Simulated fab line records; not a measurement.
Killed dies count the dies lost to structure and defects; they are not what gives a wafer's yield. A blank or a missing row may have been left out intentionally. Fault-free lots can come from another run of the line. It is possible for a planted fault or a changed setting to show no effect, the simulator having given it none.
fab line records    flow nandHarc
[record] lots = 7  wafers = 21  lastDay = 25
route steps=1159 shown A_BLC@982 A_M0@994 END@1159
lots with no fault: from the same line, run without faults
startH: the number of hours between the record's first day and the start of the first shown wafer of the lot    waitH: how many hours have passed since the lot's step before this one    " the same as in the row above    L1.1+2: several wafers, shown together as one row    - either no value or no given start    * or withheld: withheld    < > ~ a bound
route shown NAME@n: a module of which the file shows steps, and the number in the route of the first    usual: mean/standard deviation of fault-free wafers    same: alike in all rows    chamber/n: place in a boat    sites: the reading at each site    _std_site: standard deviation across them    _edge_site: outer sites' mean less inner sites'    radiusMm: how far each site lies from the wafer's centre    mask NAME#n: copy n    behind: tool/chamber where the wafer was last shaped    hold: cause of the lot's hold/its duration in hours/its outcome    device: the transistor (n, p or np) that didn't switch    end of line: the same wafers' tests at the end of the route    a step given without rows: its recipe and nothing more    killed: not the wafer's yield, but the dies lost to structure and defects at the first sort    map: a wafer's dies, marking killed ones x, the rest . and places with no die _
set.NAME: the run value of the setting; set.NAME@STEP: its run value at that earlier step    model.NAME: the simulator's own value behind a step, which no gauge read
a table for each step, a row for each wafer; lots at some steps of the route
services: when a tool's chamber went out of use (startH, in hours from the record's first day, below 0 if earlier), for how many hours, and the reason
[[steps]]
[step NHARC_A_BLC_STRIP_29]
[recipe] cf4FlowSccm = 150  arFlowSccm = 0  biasW = 0  chemistry = CF4
[step NHARC_A_BLC_STRIP_21]
[recipe] o2FlowSccm = 500  arFlowSccm = 0  biasW = 0  chemistry = O2
[usual] drypumpMotorCurrentA = 6.0/0.41  mfcArSccm = 0.006/0.0075  oesProductAu = 0.997/0.0097  rfVppV = 57.7/0.92  showerheadPlenumPTorr = 3.48/0.15  throttleValvePct = 17.037/0.0096
lot.wafer  tool        chamber  startH  waitH  drypumpMotorCurrentA  mfcArSccm  oesProductAu  rfHoursCounterH  rfVppV  showerheadPlenumPTorr  throttleValvePct
L816.4     rieDiel-08  2        395.07  0.1    6.0                   0.014      0.992         10               56.9    3.30                   17.038
L816.1     "           1        "       "      5.9                   0          1.006         10               60.5    3.60                   17.042
L816.5     "           3        "       "      6.5                   0          1.012         -                58.2    3.45                   17.032
L824.2     rieDiel-01  2        467.58  0.1    5.8                   0          1.008         56               57.9    3.31                   17.033
L824.4     "           0        "       "      5.7                   0          1.023         57               56.4    3.43                   17.029
L824.5     "           2        "       "      5.8                   0          1.012         -                56.9    3.31                   17.041
L828.3     rieDiel-08  3        468.49  0.1    6.6                   0          1.001         15               56.9    3.45                   17.054
L828.4     "           2        "       "      6.0                   0.014      0.984         15               57.1    3.30                   17.046
L828.5     "           0        "       "      5.4                   0.014      0.987         -                58.2    3.76                   17.044
L827.3     rieDiel-12  1        479.01  0.1    6.6                   0.019      0.998         8                58.1    3.59                   17.030
L827.2     "           2        "       "      6.5                   0          0.996         8                58.6    3.54                   17.040
L827.5     "           2        "       "      6.5                   0          1.001         -                60.3    3.54                   17.040
L830.3     rieDiel-01  3        480.17  0.1    6.0                   0          1.010         61               58.0    3.51                   17.041
L830.4     "           0        "       "      5.8                   0          1.021         62               59.1    3.43                   17.054
L830.6     "           1        "       "      5.6                   0          0.993         -                57.9    3.29                   17.039
L833.4     rieDiel-12  2        497.65  0.1    6.6                   0          0.979         10               59.7    3.54                   17.036
L833.2     "           3        "       "      5.7                   0.011      0.988         9                58.0    3.39                   17.040
L833.3     "           0        "       "      5.8                   0          0.983         11               57.4    3.31                   17.018
L836.4     rieDiel-12  0        523.37  0.1    5.8                   0          0.997         14               56.6    3.31                   17.030
L836.3     "           2        "       "      6.6                   0          0.977         13               56.7    3.53                   17.041
L836.5     "           0        "       "      5.8                   0          0.996         -                57.4    3.31                   17.012
[step NHARC_A_BLC_STRIP_22]
[recipe] timeS = 600  tempC = 30  chemistry = postEtchResidueRemover
[step NHARC_A_BLC_DEGAS_30]
[recipe] tempC = 300  timeS = 60
[step NHARC_A_BLC_PRE_CLEAN_31]
[recipe] timeS = 15  biasV = 250  gas = Ar
[step NHARC_A_BLC_PVD_32]
[recipe] targetThkA = 50  chamberPressurePa = 5  powerW = 5000  substrateTempC = 200  timeS = 17.7  material = Ti
[usual] throttleValvePct = 30.0/1.1
lot.wafer  tool           chamber  startH  waitH  throttleValvePct
L816.1     pvdSputter-03  -        -       -      27.4
L816.4     "              -        "       "      29.7
L816.5     "              -        "       "      27.6
L824.4     pvdSputter-02  -        -       -      31.4
L824.2     "              -        "       "      30.4
L824.5     "              -        "       "      31.2
L828.3     pvdSputter-02  -        -       -      28.9
L828.4     "              -        "       "      31.6
L828.5     "              -        "       "      29.1
L827.3     pvdSputter-03  -        -       -      29.6
L827.2     "              -        "       "      27.5
L827.5     "              -        "       "      27.6
L830.3     pvdSputter-03  -        -       -      29.9
L830.4     "              -        "       "      29.6
L830.6     "              -        "       "      29.9
L833.2     pvdSputter-02  -        -       -      31.4
L833.3     "              -        "       "      31.5
L833.4     "              -        "       "      30.6
L836.4     pvdSputter-02  -        -       -      29.2
L836.3     "              -        "       "      30.2
L836.5     "              -        "       "      29.1
[step NHARC_A_BLC_ALD_23]
[recipe] targetThkA = 30  pulseTimeS = 1  aldCycles = 150  tempC = 450  material = TiN
[usual] heaterPowerW = 1043/81  precursorPulseHeightRel = 1.002/0.019
lot.wafer  tool         chamber  startH  waitH  heaterPowerW  precursorPulseHeightRel
L816.4     aldMetal-03  3        395.77  -      956           1.047
L816.1     "            0        "       "      1009          1.000
L816.5     "            3        "       "      936           0.996
L824.4     aldMetal-04  1        468.23  -      965           1.026
L824.2     "            0        "       "      1173          1.006
L824.5     "            2        "       "      997           0.997
L828.4     aldMetal-03  2        469.20  -      981           0.988
L828.3     "            3        "       "      999           1.000
L828.5     "            1        "       "      1032          1.002
L827.3     aldMetal-03  0        479.71  -      1007          0.997
L827.2     "            2        "       "      972           1.021
L827.5     "            3        "       "      956           1.018
L830.3     aldMetal-02  2        480.81  -      1148          0.986
L830.4     "            3        "       "      1008          0.990
L830.6     "            3        "       "      1050          1.027
L833.4     aldMetal-04  1        498.92  -      976           1.002
L833.3     "            3        "       "      1024          0.993
L833.2     "            0        "       "      1224          0.985
L836.3     aldMetal-03  0        524.09  -      1003          1.009
L836.5     "            2        "       "      928           0.944
L836.4     "            3        "       "      980           0.975
[step NHARC_A_BLC_CVD_24]
[recipe] targetThkA = 1500  tempC = 300  pressureTorr = 40  wf6FlowSccm = 40  h2FlowSccm = 1600  arFlowSccm = 1560  timeS = 434  material = W
[usual] heaterPowerW = 506/93  mfcArSccm = 1560/4.7  mfcH2Sccm = 1600/5.1  throttleValvePct = 7.65/0.2
lot.wafer  tool     chamber  startH  waitH  heaterPowerW  mfcArSccm  mfcH2Sccm  throttleValvePct
L816.1     cvdW-01  1        -       -      640           1568       1594       7.70
L816.4     "        1        "       "      644           1565       1606       7.65
L816.5     "        0        "       "      393           1556       1591       7.49
L824.2     cvdW-02  1        -       -      473           1568       1600       7.64
L824.4     "        0        "       "      522           1556       1592       7.64
L824.5     "        1        "       "      472           1564       1601       7.89
L828.4     cvdW-02  1        -       -      476           1561       1598       7.78
L828.3     "        0        "       "      519           1563       1602       7.59
L828.5     "        0        "       "      524           1562       1597       7.84
L827.2     cvdW-02  1        -       -      469           1559       1599       7.74
L827.3     "        0        "       "      527           1567       1598       7.59
L827.5     "        0        "       "      513           1567       1601       7.43
L830.4     cvdW-02  0        -       -      525           1564       1596       7.64
L830.3     "        1        "       "      473           1557       1600       7.99
L830.6     "        1        "       "      474           1560       1603       8.03
L833.2     cvdW-01  0        -       -      374           1554       1599       7.69
L833.4     "        1        "       "      653           1561       1602       7.64
L833.3     "        0        "       "      375           1559       1593       7.38
L836.3     cvdW-02  1        -       -      474           1559       1589       7.87
L836.4     "        0        "       "      537           1562       1597       7.60
L836.5     "        1        "       "      478           1559       1599       7.69
[step NHARC_A_BLC_CMP_25]
[recipe] tOverpolishS = 30  targetThkNm = 150
[usual] motorCurrentA = 13.1/1.3  overpolishRunS = 30.000/0.0089  slurryFilterDpKPa = 13.52/0.14  slurryFlowMlMin = 150.0/0.55  timeToEndpointS = 30.5/2.7
lot.wafer  tool    chamber  startH  waitH  motorCurrentA  overpolishRunS  slurryFilterDpKPa  slurryFlowMlMin  timeToEndpointS
L816.4     cmp-02  3        402.27  0.3    9.2            29.993          13.47              149.0            32.3
L816.1     "       0        "       "      12.8           30.002          13.67              150.0            29.5
L816.5     "       3        "       "      9.9            30.006          13.47              149.5            30.1
L824.2     cmp-03  2        473.03  0.4    12.7           30.005          13.56              150.2            32.1
L824.4     "       1        "       "      12.5           30.001          13.55              150.3            33.3
L824.5     "       3        "       "      12.2           30.000          13.61              150.3            33.9
L828.3     cmp-04  1        477.04  0.2    14.7           30.002          13.29              150.7            30.6
L828.4     "       0        "       "      13.0           29.987          13.43              150.0            29.8
L828.5     "       2        "       "      14.1           29.988          13.55              149.7            27.2
L827.2     cmp-02  1        493.04  0.5    13.2           29.986          13.27              150.4            34.8
L827.3     "       0        "       "      13.9           29.999          13.55              149.7            26.9
L827.5     "       1        "       "      13.0           30.000          13.71              150.5            32.2
L830.4     cmp-03  0        493.48  0.3    13.4           29.992          13.31              148.9            29.2
L830.3     "       1        "       "      12.5           30.014          13.65              149.6            36.0
L830.6     "       0        "       "      13.4           30.017          13.61              150.0            28.3
L833.2     cmp-04  0        505.57  0.4    13.8           30.001          13.25              150.8            31.1
L833.4     "       1        "       "      15.3           30.013          13.40              149.4            30.9
L833.3     "       2        "       "      14.0           29.997          13.56              150.7            29.1
L836.4     cmp-04  3        529.63  0.3    13.1           29.983          13.60              150.8            32.4
L836.3     "       0        "       "      13.0           30.000          13.59              150.3            28.1
L836.5     "       0        "       "      13.2           29.981          13.79              149.7            29.3
[step NHARC_A_BLC_SRD_27]
[step NHARC_A_BLC_INSPECT_28]
[usual] rawDefectCount = 420/120
lot.wafer  tool              chamber  startH  waitH  rawDefectCount
L816.1     defectInspect-02  -        402.66  0.1    677
L816.4     "                 -        "       "      460
L816.5     "                 -        "       "      529
L824.2     defectInspect-02  -        473.44  0.1    640
L824.4     "                 -        "       "      483
L824.5     "                 -        "       "      435
L828.3     defectInspect-01  -        477.45  0.1    488
L828.4     "                 -        "       "      459
L828.5     "                 -        "       "      420
L827.2     defectInspect-01  -        493.45  0.1    376
L827.3     "                 -        "       "      280
L827.5     "                 -        "       "      443
L830.3     defectInspect-01  -        493.88  0.1    375
L830.4     "                 -        "       "      390
L830.6     "                 -        "       "      677
L833.2     defectInspect-01  -        505.95  0.1    487
L833.3     "                 -        "       "      271
L833.4     "                 -        "       "      351
L836.3     defectInspect-01  -        530.04  0.1    524
L836.4     "                 -        "       "      456
L836.5     "                 -        "       "      332
[step NHARC_A_M0_DEP_00]
[recipe] targetThkA = 1500  targetThkNm = 150  tempC = withheld  pressureTorr = 5  flowSccm = 200  rfW = 600  material = SiOC
[usual] chamberPressureTorr = 5.001/0.01  rfFwdPowerW = 598.9/1.8  showerheadVppV = 1535/110
lot.wafer  tool      chamber  startH  waitH  chamberPressureTorr  rfFwdPowerW  showerheadVppV
L816.1     pecvd-02  1        402.82  0.2    5.006                600.1        1552
L816.5     "         2        "       "      5.003                601.2        1733
L816.4     "         0        "       "      4.984                600.1        1677
L824.2     pecvd-04  1        473.64  0.2    -                    -            -
L824.5     "         2        "       "      -                    -            -
L824.4     "         0        "       "      -                    -            -
L828.3     pecvd-04  1        477.56  0.1    -                    -            -
L828.5     "         0        "       "      -                    -            -
L828.4     "         2        "       "      -                    -            -
L827.2     pecvd-01  1        493.56  0.1    -                    -            -
L827.3     "         2        "       "      -                    -            -
L827.5     "         1        "       "      -                    -            -
L830.3     pecvd-04  0        493.94  0.1    5.018                596.0        1452
L830.6     "         1        "       "      4.996                602.1        1404
L830.4     "         2        "       "      5.003                597.4        1604
L833.3     pecvd-04  0        506.06  0.1    5.017                597.9        1447
L833.2     "         1        "       "      5.009                597.5        1418
L833.4     "         0        "       "      5.004                601.6        1443
L836.3     pecvd-01  2        530.11  0.1    4.990                597.9        1383
L836.4     "         2        "       "      4.991                598.1        1374
L836.5     "         1        "       "      4.980                599.1        1614
[step NHARC_A_M0_DEHYDRATE_01]
[recipe] tempC = 150  timeS = 120
[step NHARC_END_SORT_01]
[recipe] tempC = 25
[usual] defectLimitedYield = 95.6/1.6  killedAtArray = 26/11  killedAtOther = 0.4/0.78  killedAtPeriphery = 3.4/2.4  killedDies = 29/11  killedOpen = 3.1/1.9  killedShort = 1.9/1.4  sort_bin_2_pct = 1.3/0.63  sort_bin_3_pct = 0.20/0.18  sort_bin_4_pct = 2.8/1.1  sortNPass = 648/11  sortRimYieldPct = 95/3.4  sortYieldPct = 95.6/1.6
[same] grossDies = 677  sort_bin_5_pct[%] = 0  sort_bin_6_pct[%] = 0  sort_bin_7_pct[%] = 0  sort_bin_8_pct[%] = 0  sortRimNGross = 106.00
lot.wafer  tool       chamber  startH  waitH  defectLimitedYield[%]  killedAtArray  killedAtOther  killedAtPeriphery  killedDies  killedOpen  killedShort  sort_bin_2_pct[%]  sort_bin_3_pct[%]  sort_bin_4_pct[%]  sortNPass  sortRimYieldPct[%]  sortYieldPct[%]
L824.2     prober-02  0        560.94  2.8    0                      672            0              5                  677         4           2            97.9               0.44               1.6                0          0                   0
L824.4     prober-02  0        562.55  3.4    0                      676            0              1                  677         3           2            98.4               0                  1.6                0          0                   0
L824.5     prober-02  0        563.35  3.7    0                      673            0              4                  677         0           1            98.4               0                  1.6                0          0                   0
L828.3     prober-01  0        561.58  3.0    0                      674            1              2                  677         2           1            96.8               0.44               2.8                0          0                   0
L828.4     prober-01  0        562.37  3.3    0                      668            3              6                  677         4           2            95.6               0.74               3.7                0          0                   0
L828.5     prober-01  0        563.16  3.7    0                      669            3              5                  677         0           2            96.3               0.15               3.5                0          0                   0
L827.2     prober-02  0        568.78  2.8    0                      666            3              8                  677         4           3            96.3               0                  3.7                0          0                   0
L827.3     prober-02  0        569.59  3.1    0                      664            1              12                 677         2           1            96.9               0.30               2.8                0          0                   0
L827.5     prober-02  0        571.22  3.8    0                      671            0              6                  677         10          2            97.3               0                  2.7                0          0                   0
L830.3     prober-01  0        569.37  3.1    95.9                   23             0              5                  28          3           5            0.7                0.30               3.1                649        94                  95.9
L830.4     prober-01  0        570.15  3.4    94.4                   32             0              6                  38          5           1            1.9                0.15               3.5                639        94                  94.4
L830.6     prober-01  0        571.73  3.9    95.6                   28             0              2                  30          2           2            1.5                0.15               2.8                647        100                 95.6
// killed by level:class
L824.2 A_M0:areaDep=655 A_CONTACT:chamberFilmFlake=5 A_CHANNEL_HOLE_D1:chamberFilmFlake=4 A_WL_FILL:chamberFilmFlake=3 P_CONTACT:geometricParticle:open=1 P_M0:geometricParticle:open=1 P_M1:geometricParticle:open=1 A_ONON_D1:geometricParticle:short=1
L828.3 A_M0:areaDep=633 A_CHANNEL_HOLE_D1:chamberFilmFlake=25 A_SLIT:chamberFilmFlake=7 A_SGD_CUT:chamberFilmFlake=4 A_CONTACT:chamberFilmFlake=2 P_M0:geometricParticle:open=1 A_SOURCE_PLATE:geometricParticle:short=1 A_WL_FILL:geometricParticle:open=1
L828.4 A_M0:areaDep=634 A_SLIT:chamberFilmFlake=14 A_CHANNEL_HOLE_D1:chamberFilmFlake=10 A_CONTACT:chamberFilmFlake=5 HYBRID_BOND:chamberFilmFlake=3 P_M0:geometricParticle:short=2 A_CONTACT:geometricParticle:open=2 A_WL_FILL:chamberFilmFlake=2
L824.4 A_M0:areaDep=665 A_CONTACT:chamberFilmFlake=5 P_M1:geometricParticle:open=1 A_SOURCE_PLATE:geometricParticle:short=1 A_CHANNEL_FILL_D1:geometricParticle:open=1 A_CHANNEL_FILL_D1:geometricParticle:short=1 A_BLC:geometricParticle:open=1 A_CHANNEL_HOLE_D1:chamberFilmFlake=1
L828.5 A_M0:areaDep=638 A_CHANNEL_HOLE_D1:chamberFilmFlake=13 A_SLIT:chamberFilmFlake=7 A_CONTACT:chamberFilmFlake=6 P_ZERO_WELL:chamberFilmFlake=3 HYBRID_BOND:chamberFilmFlake=3 P_GATE:chamberFilmFlake=2 A_SGD_CUT:chamberFilmFlake=2
L824.5 A_M0:areaDep=661 P_ZERO_WELL:chamberFilmFlake=3 A_CHANNEL_HOLE_D1:chamberFilmFlake=3 A_STAIRCASE:chamberFilmFlake=3 A_CONTACT:chamberFilmFlake=3 A_ONON_D1:geometricParticle:short=1 P_STI:chamberFilmFlake=1 A_SLIT:chamberFilmFlake=1
L827.2 A_M0:areaDep=646 A_STAIRCASE:chamberFilmFlake=9 A_CHANNEL_HOLE_D1:chamberFilmFlake=4 A_WL_FILL:chamberFilmFlake=3 P_ZERO_WELL:chamberFilmFlake=2 THIN_TSV:chamberFilmFlake=2 P_M0:chamberFilmFlake=2 P_GATE:geometricParticle:open=1
L830.3 A_SLIT:chamberFilmFlake=8 P_M0:geometricParticle:short=2 P_ZERO_WELL:chamberFilmFlake=2 A_CHANNEL_HOLE_D1:chamberFilmFlake=2 A_WL_FILL:chamberFilmFlake=2 A_CONTACT:chamberFilmFlake=2 P_M0:geometricParticle:open=1 A_ONON_D1:geometricParticle:short=1
L827.3 A_M0:areaDep=645 P_ZERO_WELL:chamberFilmFlake=5 A_STAIRCASE:chamberFilmFlake=5 A_CHANNEL_HOLE_D1:chamberFilmFlake=4 A_CONTACT:chamberFilmFlake=4 P_STI:chamberFilmFlake=3 P_M1:chamberFilmFlake=2 A_SLIT:chamberFilmFlake=2
L830.4 A_SLIT:chamberFilmFlake=16 P_STI:chamberFilmFlake=4 A_CONTACT:chamberFilmFlake=4 A_CHANNEL_HOLE_D1:chamberFilmFlake=3 A_CHANNEL_FILL_D1:geometricParticle:open=2 A_WL_FILL:chamberFilmFlake=2 A_BLC:chamberFilmFlake=2 P_BONDPAD:geometricParticle:open=1
L827.5 A_M0:areaDep=650 A_STAIRCASE:chamberFilmFlake=5 A_CONTACT:geometricParticle:open=3 A_CHANNEL_HOLE_D1:chamberFilmFlake=3 A_CHANNEL_FILL_D1:geometricParticle:open=2 A_CONTACT:chamberFilmFlake=2 P_CONTACT:geometricParticle:open=1 P_M1:geometricParticle:open=1
L830.6 A_SLIT:chamberFilmFlake=21 A_CHANNEL_FILL_D1:geometricParticle:short=2 A_ZERO_WELL:chamberFilmFlake=2 P_GATE:geometricParticle:open=1 A_M0:geometricParticle:open=1 P_STI:chamberFilmFlake=1 A_WL_FILL:chamberFilmFlake=1 A_BLC:chamberFilmFlake=1
// map L824.2 (x killed, . not)
____________x____________
_________xxxxxxx_________
_______xxxxxxxxxxx_______
______xxxxxxxxxxxxx______
_____xxxxxxxxxxxxxxx_____
____xxxxxxxxxxxxxxxxx____
____xxxxxxxxxxxxxxxxx____
___xxxxxxxxxxxxxxxxxxx___
___xxxxxxxxxxxxxxxxxxx___
__xxxxxxxxxxxxxxxxxxxxx__
__xxxxxxxxxxxxxxxxxxxxx__
_xxxxxxxxxxxxxxxxxxxxxxx_
_xxxxxxxxxxxxxxxxxxxxxxx_
_xxxxxxxxxxxxxxxxxxxxxxx_
_xxxxxxxxxxxxxxxxxxxxxxx_
_xxxxxxxxxxxxxxxxxxxxxxx_
xxxxxxxxxxxxxxxxxxxxxxxxx
xxxxxxxxxxxxxxxxxxxxxxxxx
xxxxxxxxxxxxxxxxxxxxxxxxx
xxxxxxxxxxxxxxxxxxxxxxxxx
xxxxxxxxxxxxxxxxxxxxxxxxx
_xxxxxxxxxxxxxxxxxxxxxxx_
_xxxxxxxxxxxxxxxxxxxxxxx_
_xxxxxxxxxxxxxxxxxxxxxxx_
_xxxxxxxxxxxxxxxxxxxxxxx_
_xxxxxxxxxxxxxxxxxxxxxxx_
__xxxxxxxxxxxxxxxxxxxxx__
__xxxxxxxxxxxxxxxxxxxxx__
___xxxxxxxxxxxxxxxxxxx___
___xxxxxxxxxxxxxxxxxxx___
____xxxxxxxxxxxxxxxxx____
____xxxxxxxxxxxxxxxxx____
_____xxxxxxxxxxxxxxx_____
______xxxxxxxxxxxxx______
_______xxxxxxxxxxx_______
_________xxxxxxx_________
____________x____________
// map L827.2 (x killed, . not)
____________x____________
_________xxxxxxx_________
_______xxxxxxxxxxx_______
______xxxxxxxxxxxxx______
_____xxxxxxxxxxxxxxx_____
____xxxxxxxxxxxxxxxxx____
____xxxxxxxxxxxxxxxxx____
___xxxxxxxxxxxxxxxxxxx___
___xxxxxxxxxxxxxxxxxxx___
__xxxxxxxxxxxxxxxxxxxxx__
__xxxxxxxxxxxxxxxxxxxxx__
_xxxxxxxxxxxxxxxxxxxxxxx_
_xxxxxxxxxxxxxxxxxxxxxxx_
_xxxxxxxxxxxxxxxxxxxxxxx_
_xxxxxxxxxxxxxxxxxxxxxxx_
_xxxxxxxxxxxxxxxxxxxxxxx_
xxxxxxxxxxxxxxxxxxxxxxxxx
xxxxxxxxxxxxxxxxxxxxxxxxx
xxxxxxxxxxxxxxxxxxxxxxxxx
xxxxxxxxxxxxxxxxxxxxxxxxx
xxxxxxxxxxxxxxxxxxxxxxxxx
_xxxxxxxxxxxxxxxxxxxxxxx_
_xxxxxxxxxxxxxxxxxxxxxxx_
_xxxxxxxxxxxxxxxxxxxxxxx_
_xxxxxxxxxxxxxxxxxxxxxxx_
_xxxxxxxxxxxxxxxxxxxxxxx_
__xxxxxxxxxxxxxxxxxxxxx__
__xxxxxxxxxxxxxxxxxxxxx__
___xxxxxxxxxxxxxxxxxxx___
___xxxxxxxxxxxxxxxxxxx___
____xxxxxxxxxxxxxxxxx____
____xxxxxxxxxxxxxxxxx____
_____xxxxxxxxxxxxxxx_____
______xxxxxxxxxxxxx______
_______xxxxxxxxxxx_______
_________xxxxxxx_________
____________x____________
[[services]]
tool           chamber  startH  hours  kind
pvdSputter-03  -        374.65  0.7    repair
pecvd-04       -        376.00  13.0   pm
rieDiel-12     -        379.43  9.0    pm
cmp-03         -        379.62  1.2    repair
pvdSputter-03  -        379.81  7.0    repair
cmp-04         -        380.03  2.5    repair
cvdW-02        -        383.59  13.0   pm
pvdSputter-02  -        392.00  10.0   pm
cmp-04         -        399.01  4.0    pm
pecvd-01       2        404.77  5.3    repair
aldMetal-04    1        405.30  14.2   repair
aldMetal-04    -        406.00  10.0   pm
cvdW-02        -        411.72  1.0    repair
cmp-03         -        415.81  1.8    repair
pecvd-01       -        418.35  13.0   pm
cmp-04         -        425.27  0.3    repair
cmp-02         -        426.86  4.0    pm
cmp-04         -        435.83  1.7    repair
rieDiel-12     3        466.63  19.6   repair
pvdSputter-03  -        496.82  10.0   pm
cmp-04         -        497.01  4.0    pm
aldMetal-03    -        500.00  10.0   pm
aldMetal-03    1        519.34  8.1    repair
pvdSputter-02  -        522.09  1.1    repair
[[key]]
[firstSign] step = NHARC_A_M0_DEP_00  reading = toolRecord  direction = missing
[effect] step = NHARC_END_SORT_01  reading = sort_bin_2_pct  direction = up  sigmas = 99+  usual = 1.3  struck = 97.1
[moreKillsBornAt] NHARC_A_M0_DEP_00@pecvd-04 = 3886  NHARC_A_M0_DEP_00@pecvd-01 = 1941
metAt NHARC_A_M0_DEP_00
struckWafers L824.2,L824.4,L824.5,L827.2,L827.3,L827.5,L828.3,L828.4,L828.5
laterRowsLeftOut L824.2,L824.4,L824.5,L827.2,L827.3,L827.5,L828.3,L828.4,L828.5
[fault] kind = skippedStepWhole  tool = pecvd-01,pecvd-04  chamber = -  onsetH = 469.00  steps = NHARC_A_M0_DEP_00  scope = struckLotsOnly
// laterRowsLeftOut: the simulator's readings of these wafers behind a module that went badly wrong aren't trusted and aren't shown, but for the sort
